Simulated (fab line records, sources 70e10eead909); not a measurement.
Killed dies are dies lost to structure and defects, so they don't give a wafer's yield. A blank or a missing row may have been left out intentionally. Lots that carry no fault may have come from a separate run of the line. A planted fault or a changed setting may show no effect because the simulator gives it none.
Matching of chambers | flow nand harc | NHARC_A_WL_FILL_ALD_19 on ald metal-03 has 4 sister chambers
The step deposits TiN, target thk 2 nm, pulse time 3 s, ald cycles 100. 4 wafers are shown with their chamber, then 7 later ones without.

## WAFERS WITH THEIR CHAMBER
wafer  | chamber | heater power w (W)
L080.1 | 2       | 1181
L086.3 | 3       | 975
L097.3 | 0       | 1115
L097.4 | 1       | 1093

## WAFERS WITHOUT THEIR CHAMBER
wafer  | heater power w (W)
L097.6 | 1066
L097.1 | 1077
L097.2 | 965
L097.5 | 1112
L096.1 | 1068
L096.5 | 981
L096.6 | 1126

## THE CHAMBER EACH PASSED THROUGH
wafer  | from the rows above     | in truth
L097.6 | can't be placed: 1 or 0 | 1
L097.1 | can't be placed: 1 or 0 | 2
L097.2 | 3                       | 3
L097.5 | can't be placed: 0 or 1 | 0
L096.1 | can't be placed: 1 or 0 | 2
L096.5 | 3                       | 3
L096.6 | can't be placed: 0 or 1 | 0
2 of 7 placed correctly. From these rows, 5 cannot be placed; in 3 the true chamber is one of the candidates. Wrongly placed: 0.
How it was worked out, from the rows above alone: a wafer's distance from a chamber is the root of the sum, over the readings, of the square of ((its reading less the chamber's mean) divided by the reading's scatter). The wafer belongs to the nearest chamber; if the next one is less than 2 further off, it can't be placed. Each chamber's mean is taken over the wafers shown for it. The scatter: root of mean squared gap, hidden wafer to nearest shown wafer, with one shown wafer a chamber.
